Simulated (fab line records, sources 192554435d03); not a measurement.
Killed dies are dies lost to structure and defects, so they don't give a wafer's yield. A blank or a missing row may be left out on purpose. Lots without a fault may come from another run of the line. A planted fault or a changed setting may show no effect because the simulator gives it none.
Which tool did it? | flow n5_finfet | 11 lots, 33 wafers sampled, at 4 steps of a route of 1938

WHAT THE GAUGES READ, wafer by wafer
The record holds no reading of a measuring or inspecting step that can be judged against a usual standard deviation.

WHICH TOOL RAN EACH LOT (tool, then ch and the chambers of the sampled wafers, then the start)
lot  | N5_BEOL_M10_HM_DEP_02        | N5_BEOL_M15_STRIP_37                          | N5_MIM_TOP_ETCH_PECVD_03        | N5_PASSIVATION_PROBE_49
L800 | pvd_sputter-02, day 10 04:51 | rie_diel-05 ch 1,3, day 11 23:04 or earlier   | pecvd-01 ch 0,1,2, day 11 23:04 | -
L805 | pvd_sputter-02, day 11 14:10 | rie_diel-02 ch 0,1,3, day 13 07:15 or earlier | pecvd-04 ch 0,2, day 13 07:15   | prober-01, day 13 16:22
L809 | pvd_sputter-01, day 12 23:05 | rie_diel-05 ch 0,2, day 14 18:28 or earlier   | pecvd-04 ch 0,1, day 14 18:28   | prober-02, day 15 04:40
L806 | pvd_sputter-01, day 12 23:35 | rie_diel-06 ch 2,3, day 15 01:23 or earlier   | pecvd-04 ch 0,1,2, day 15 01:23 | prober-01, day 15 10:07
L810 | pvd_sputter-01, day 13 02:45 | rie_diel-05 ch 1,2,3, day 15 04:13 or earlier | pecvd-03 ch 0,1, day 15 04:13   | prober-02, day 15 15:31
L811 | pvd_sputter-03, day 13 03:34 | rie_diel-02 ch 0,3, day 15 01:41 or earlier   | pecvd-04 ch 0,2, day 15 01:41   | prober-02, day 15 10:40
L812 | pvd_sputter-03, day 13 21:35 | rie_diel-05 ch 0,1,2, day 15 15:38 or earlier | pecvd-03 ch 1,2, day 15 15:38   | prober-02, day 16 03:43
L815 | pvd_sputter-01, day 15 01:02 | rie_diel-06 ch 0,3, day 16 21:29 or earlier   | pecvd-04 ch 0,1, day 16 21:29   | prober-01, day 17 10:03
L818 | pvd_sputter-01, day 16 06:06 | rie_diel-05 ch 0,2,3, day 18 01:10 or earlier | pecvd-04 ch 0,2, day 18 01:10   | prober-02, day 18 12:08
L820 | pvd_sputter-03, day 16 17:47 | rie_diel-02 ch 0,2,3, day 18 15:06 or earlier | pecvd-04 ch 0,1,2, day 18 15:06 | -
L823 | pvd_sputter-02, day 17 01:42 | rie_diel-05 ch 2,3, day 19 09:21 or earlier   | pecvd-04 ch 1,2, day 19 09:21   | prober-01, day 19 17:59
- N5_BEOL_M10_HM_DEP_02: deposits TiN, target thk 20 nm.
- N5_BEOL_M15_STRIP_37: strips in O2.
- N5_MIM_TOP_ETCH_PECVD_03: deposits SiNx from SiH4/NH3/N2, target thk 20 nm, time 17.6 s.
- N5_PASSIVATION_PROBE_49

WHAT THE TOOLS THEMSELVES READ (means of the sampled wafers that have a number; where no wafer has one, the mark that the record gives instead)
N5_BEOL_M10_HM_DEP_02. Usual: chamber_pressure_pa 0.4999 Pa, standard deviation 0.00089; throttle_valve_pct 29.3 %, standard deviation 1.2.
lot  | tool           | chamber_pressure_pa (Pa) | throttle_valve_pct (%) | flag
L800 | pvd_sputter-02 | 0.5002                   | 30.4                   |
L805 | pvd_sputter-02 | 0.4999                   | 29.8                   |
L809 | pvd_sputter-01 | 0.5009                   | 29.5                   |
L806 | pvd_sputter-01 | 0.4994                   | 29.6                   |
L810 | pvd_sputter-01 | 0.4998                   | 29.1                   |
L811 | pvd_sputter-03 | 0.4996                   | 29.6                   |
L812 | pvd_sputter-03 | 0.5001                   | 29.6                   |
L815 | pvd_sputter-01 | 0.4997                   | 28.7                   |
L818 | pvd_sputter-01 | 0.5009                   | 29.7                   |
L820 | pvd_sputter-03 | 0.5004                   | 29.7                   |
L823 | pvd_sputter-02 | 0.4997                   | 29.2                   |

N5_BEOL_M15_STRIP_37. Usual: drypump_motor_current_A 6.0 A, standard deviation 0.52; oes_product_au 0.79 a.u., standard deviation 0.11; rf_vpp_V 3.6 V, standard deviation 0.73; showerhead_plenum_p_Torr 2.08 Torr, standard deviation 0.067; temp_c 60.02 C, standard deviation 0.12; throttle_valve_pct 16.64 %, standard deviation 0.28.
lot  | tool        | drypump_motor_current_A (A) | oes_product_au (a.u.) | rf_vpp_V (V) | showerhead_plenum_p_Torr (Torr) | temp_c (C) | throttle_valve_pct (%) | flag
L800 | rie_diel-05 | 5.4                         | 0.70                  | 4.5          | 2.05                            | 60.05      | 16.82                  |
L805 | rie_diel-02 | 6.3                         | 0.72                  | 4.2          | 2.09                            | 59.99      | 16.90                  |
L809 | rie_diel-05 | 6.2                         | 0.87                  | 3.4          | 2.11                            | 59.99      | 16.28                  |
L806 | rie_diel-06 | 6.3                         | 0.88                  | 3.5          | 2.22                            | 60.03      | 16.70                  |
L810 | rie_diel-05 | 5.9                         | 0.76                  | 3.6          | 2.04                            | 60.01      | 16.72                  |
L811 | rie_diel-02 | 6.5                         | 0.72                  | 3.8          | 2.06                            | 59.98      | 17.00                  |
L812 | rie_diel-05 | 6.2                         | 0.80                  | 3.2          | 2.06                            | 60.03      | 16.54                  |
L815 | rie_diel-06 | 5.9                         | 0.73                  | 3.4          | 2.15                            | 60.04      | 16.82                  |
L818 | rie_diel-05 | 6.0                         | 0.88                  | 3.9          | 2.08                            | 60.06      | 16.36                  |
L820 | rie_diel-02 | 6.3                         | 0.77                  | 3.5          | 2.04                            | 59.92      | 16.84                  |
L823 | rie_diel-05 | 5.7                         | 0.90                  | 3.6          | 2.06                            | 59.98      | 16.44                  |

N5_MIM_TOP_ETCH_PECVD_03. Usual: heater_power_w 785 W, standard deviation 94; showerhead_plenum_p_Torr 5.09 Torr, standard deviation 0.079; throttle_valve_pct 40.6 %, standard deviation 2.1.
lot  | tool     | heater_power_w (W) | showerhead_plenum_p_Torr (Torr) | throttle_valve_pct (%) | flag
L800 | pecvd-01 | 849                | 5.15                            | 40.8                   |
L805 | pecvd-04 | 799                | 5.02                            | 40.4                   |
L809 | pecvd-04 | 723                | 4.98                            | 40.4                   |
L806 | pecvd-04 | 744                | 5.04                            | 40.8                   |
L810 | pecvd-03 | 858                | 5.13                            | 41.8                   |
L811 | pecvd-04 | 761                | 5.07                            | 40.9                   |
L812 | pecvd-03 | 849                | 5.17                            | 40.6                   |
L815 | pecvd-04 | 800                | 4.99                            | 40.3                   |
L818 | pecvd-04 | 763                | 5.01                            | 40.7                   |
L820 | pecvd-04 | 713                | 5.05                            | 39.0                   |
L823 | pecvd-04 | 644                | 5.10                            | 39.6                   |

N5_PASSIVATION_PROBE_49. Usual: defect_limited_yield 91.3 %, standard deviation 1.4; killed_at_M0_to_M3 33, standard deviation 11; killed_at_M4_up 15, standard deviation 6.2; killed_at_contacts 13, standard deviation 6.5; killed_at_front_end 38, standard deviation 11; killed_at_other 3.4, standard deviation 2.6; killed_dies 102, standard deviation 17; killed_on_rim 13, standard deviation 4.1; killed_open 67, standard deviation 12; killed_short 34, standard deviation 7.9; sort_bin_4_leakage 0.00 %, standard deviation 0.022; sort_bin_5_function 5.1 %, standard deviation 0.88; sort_bin_6_memory 3.3 %, standard deviation 0.65; sort_bin_8_speed 0.00 %, standard deviation 0.0099; sort_n_pass 1078, standard deviation 17; sort_yield_pct 91.3 %, standard deviation 1.4.
lot  | tool      | defect_limited_yield (%) | killed_at_M0_to_M3 | killed_at_M4_up | killed_at_contacts | killed_at_front_end | killed_at_other | killed_dies | killed_on_rim | killed_open | killed_short | sort_bin_4_leakage (%) | sort_bin_5_function (%) | sort_bin_6_memory (%) | sort_bin_8_speed (%) | sort_n_pass | sort_yield_pct (%) | flag
L805 | prober-01 | 92.7                     | 27                 | 13              | 9                  | 35                  | 2.0             | 86          | 10            | 52          | 32           | 0.00                   | 4.4                     | 2.5                   | 0.00                 | 1094        | 92.7               |
L809 | prober-02 | 90.2                     | 36                 | 10              | 9                  | 57                  | 4.0             | 116         | 14            | 69          | 41           | 0.00                   | 5.3                     | 3.9                   | 0.00                 | 1064        | 90.2               |
L806 | prober-01 | 90.9                     | 38                 | 13              | 20                 | 29                  | 6.7             | 107         | 13            | 76          | 29           | 0.00                   | 5.2                     | 3.5                   | 0.00                 | 1073        | 90.9               |
L810 | prober-02 | 92.3                     | 33                 | 15              | 5                  | 36                  | 2.3             | 90          | 11            | 55          | 34           | 0.00                   | 4.4                     | 3.0                   | 0.00                 | 1090        | 92.3               |
L811 | prober-02 | 91.0                     | 38                 | 22              | 12                 | 32                  | 1.3             | 106         | 14            | 71          | 35           | 0.00                   | 5.1                     | 3.5                   | 0.00                 | 1074        | 91.0               |
L812 | prober-02 | 92.5                     | 31                 | 11              | 11                 | 34                  | 1.0             | 88          | 9             | 56          | 32           | 0.00                   | 4.1                     | 3.1                   | 0.00                 | 1092        | 92.5               |
L815 | prober-01 | 88.6                     | 23                 | 48              | 19                 | 41                  | 3.7             | 135         | 20            | 68          | 34           | 0.00                   | 7.0                     | 3.6                   | 0.00                 | 1045        | 88.6               | OFF
L818 | prober-02 | 89.1                     | 37                 | 38              | 10                 | 41                  | 1.7             | 128         | 20            | 69          | 40           | 0.03                   | 6.8                     | 3.4                   | 0.00                 | 1052        | 89.1               | OFF
L823 | prober-01 | 90.9                     | 36                 | 18              | 10                 | 37                  | 6.0             | 108         | 12            | 71          | 37           | 0.00                   | 5.3                     | 3.7                   | 0.00                 | 1072        | 90.9               |

THE ANSWER, worked out from the rows above alone
Rule: a lot is off if the mean of its wafers that have a number lies more than 3 standard deviations from the usual mean. A lot without any number at a reading at which 4 lots or more have one is off too. The other lots that the step has rows for count as sound. The gauges are gone through in route order, then the tools' own readings, and for those a lot's mean is taken as printed above. The first step at which some lot is off is used, and at that step the reading that is off furthest; a lot without a number counts as furthest.
Off: L815, L818, at N5_PASSIVATION_PROBE_49 (killed_at_M4_up). Neither off nor sound, because the step has no rows for them: L800, L820.
A tool fits if, at that step or a process step before it, it ran every lot that is off, and no sound lot after the first of them. N5_BEOL_M15_STRIP_37 gives no start for some lots, so the hours and the order of its lots are those of N5_MIM_TOP_ETCH_PECVD_03. One fits: pvd_sputter-01 at N5_BEOL_M10_HM_DEP_02. Its last sound lot is L810 (day 13 02:45), its first lot that is off L815 (day 15 01:02): a fault that began between those two fits.

WHAT THE SIMULATOR HAD PUT IN
Chamber particle source: pvd_sputter-01, from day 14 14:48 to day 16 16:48, at N5_BEOL_M10_HM_DEP_02. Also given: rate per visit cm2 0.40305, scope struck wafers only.
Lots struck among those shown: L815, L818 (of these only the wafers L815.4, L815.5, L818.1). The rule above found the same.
